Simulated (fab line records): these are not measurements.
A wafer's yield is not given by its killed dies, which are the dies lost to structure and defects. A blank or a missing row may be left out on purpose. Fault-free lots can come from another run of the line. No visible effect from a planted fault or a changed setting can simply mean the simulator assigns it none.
Chamber matching | flow n5Finfet | N5_BEOL_M7_CURE_75 on uvCure-02: 3 sister chambers
The step cures SiCOH lowk, time 120 s. 3 wafers are shown with their chamber, then 9 later ones without.

== WAFERS WITH THEIR CHAMBER ==
wafer  | chamber | wafer_temp_C_max
L085.5 | 1       | 371.4
L088.5 | 0       | 371.5
L089.6 | 2       | 372.7

== WAFERS WHOSE CHAMBER IS MISSING ==
wafer  | wafer_temp_C_max
L092.1 | 371.5
L092.2 | 371.3
L092.3 | 371.1
L095.1 | 371.7
L095.4 | 371.8
L095.5 | 371.3
L097.2 | 371.8
L097.3 | 371.3
L097.6 | 372.0

== THE CHAMBER EACH PASSED THROUGH ==
wafer  | from the rows above          | in truth
L092.1 | can't be placed: 0 or 1      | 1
L092.2 | can't be placed: 1 or 0      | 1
L092.3 | can't be placed: 1 or 0      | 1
L095.1 | can't be placed: 0 or 1      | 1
L095.4 | can't be placed: 0 or 1      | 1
L095.5 | can't be placed: 1 or 0      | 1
L097.2 | can't be placed: 0 or 1      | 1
L097.3 | can't be placed: 1 or 0      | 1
L097.6 | can't be placed: 0 or 1 or 2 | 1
Correct placement for 0 of the 9. Not placeable from these rows: 9 (in 9, the candidates include the true chamber). 0 placed wrongly.
How it was worked out, from the rows above alone: a wafer's distance from a chamber is the root of the sum, over the readings, of the square of ((its reading less the chamber's mean) divided by the reading's scatter). If the next closest chamber is less than 2 further off than the closest, the wafer can't be placed; otherwise it belongs to the closest. Each chamber's mean is taken over the wafers shown for it. The scatter (one wafer shown for each chamber): square how far every hidden wafer sits from the nearest shown wafer, average those squares and take the square root.
